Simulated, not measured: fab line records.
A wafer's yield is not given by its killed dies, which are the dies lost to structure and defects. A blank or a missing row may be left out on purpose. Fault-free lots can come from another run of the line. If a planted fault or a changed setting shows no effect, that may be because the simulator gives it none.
The same fault as seen by 3 desks	flow n5 finfet	each desk holds nothing but its own numbers, with what lay behind them at the end

## AT THE TOOL OWNER'S DESK: litho track-03
The tool's own readings at N5_WELL_APT_PEB_23 (peb time 90 s): means of the sampled wafers that have a number, for each lot that ran on this tool. Any lot whose mean is over 4 standard deviations away from the usual mean is out of limits and marked OUT; that distance is given in the brackets.
Columns: A = heater power total W at N5_WELL_APT_PEB_23, usual 172.4 W; B = plate temp C at N5_WELL_APT_PEB_23, usual 129.98 C; C = resist line temp C at N5_WELL_APT_PEB_23, usual 23.00 C
lot	first seen here	A	B	C
L895	day 2 20:50	172.3	129.97	23.01
L901	day 4 09:26	171.9	129.87	23.06
L908	day 6 02:49	170.1	128.82 (-7.8) OUT	22.94
L910	day 6 15:29	170.4	128.78 (-8.0) OUT	22.98
Finding of this desk: L908, L910 out of limits; the first was L908 at day 6 02:49, on plate temp C at N5_WELL_APT_PEB_23. L895, L901: within limits.

## THE DEFECT DESK
Counts from the inspections along the route, per lot, as means over the sampled wafers that have a number. Any lot whose mean is over 4 standard deviations away from the usual mean is out of limits and marked OUT; that distance is given in the brackets.
Columns: A = raw defect count at N5_START_INSPECT_01, usual 5.8
lot	first seen here	A
L895	day 2 18:02	4.3
L896	day 3 00:02	6.3
L897	day 3 06:02	7.0
L898	day 3 12:02	5.7
L901	day 4 06:02	5.0
L906	day 5 12:02	5.7
L908	day 6 00:02	3.3
L909	day 6 06:02	6.3
L910	day 6 12:02	6.7
This desk's verdict: no lot among the 9 shows anything out of limits.

## FROM THE METROLOGY DESK
What the gauges read, lot by lot, whatever tool the lot ran on: means of the sampled wafers that have a number. Any lot whose mean is over 4 standard deviations away from the usual mean is out of limits and marked OUT; that distance is given in the brackets. 7 of its 11 readings are shown: the first one out of limits and those lying furthest out on some lot.
Columns: A = cd nm at N5_WELL_APT_CD_MEAS_25, usual 199.4 nm; B = DIBL_N at N5_BEOL_M4_RC_MEAS_101, usual 35.8 mV/V; C = DIBL_P at N5_BEOL_M4_RC_MEAS_101, usual 35.9 mV/V; D = IOFF_N at N5_BEOL_M4_RC_MEAS_101, usual 0.16 nA/um; E = SS_N at N5_BEOL_M4_RC_MEAS_101, usual 71.4 mV/dec; F = SS_P at N5_BEOL_M4_RC_MEAS_101, usual 73.2 mV/dec; G = VT_P at N5_BEOL_M4_RC_MEAS_101, usual -251 mV
lot	first seen here	A	B	C	D	E	F	G
L895	day 2 20:58	198.4	35.9	36.7	0.16	71.8	73.2	-251
L896	day 3 03:13	196.1	36.8	38.4	0.17	71.8	73.0	-252
L897	day 3 09:14	199.5	38.0	38.0	0.19	71.9	73.4	-249
L898	day 3 15:26	200.8	36.8	37.4	0.16	71.5	73.8	-251
L901	day 4 09:33	199.8	37.0	37.4	0.17	72.2	73.4	-250
L906	day 5 15:16	199.0	33.3	33.8	0.11	70.5	72.4	-253
L908	day 6 02:56	191.0 (-4.0) OUT	35.7	34.6	0.15	71.2	73.0	-253
L909	day 6 08:48	199.3	36.9	36.7	0.17	71.6	73.5	-247
L910	day 6 15:37	192.9	35.4	36.7	0.16	71.9	73.0	-247
Finding of this desk: L908 out of limits; the first was L908 at day 6 02:56, on cd nm at N5_WELL_APT_CD_MEAS_25. L895, L896, L897, L898, L901, L906, L909, L910: within limits.

## BROUGHT TOGETHER
An alarm could have come from the tool owner's desk at day 6 02:49, on L908, L910.
On L908, the metrology desk was in a position to raise an alarm at day 6 02:56.
Nothing out of limits was seen by the defect desk.
The defect desk has L908, L910 on record, within its limits.
The metrology desk holds a record of L910, inside its limits.
Every lot named ran N5_WELL_APT_PEB_23 on litho track-03.

## WHAT THE SIMULATOR HAD PUT IN
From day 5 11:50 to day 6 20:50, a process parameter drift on litho track-03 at N5_WELL_APT_PEB_23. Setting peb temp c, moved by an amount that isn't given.
Lots struck among those shown: L908, L910.
Counting hours from when the fault started, the first reading out of limits came at 15 for the tool owner's desk and at 15 for the metrology desk.
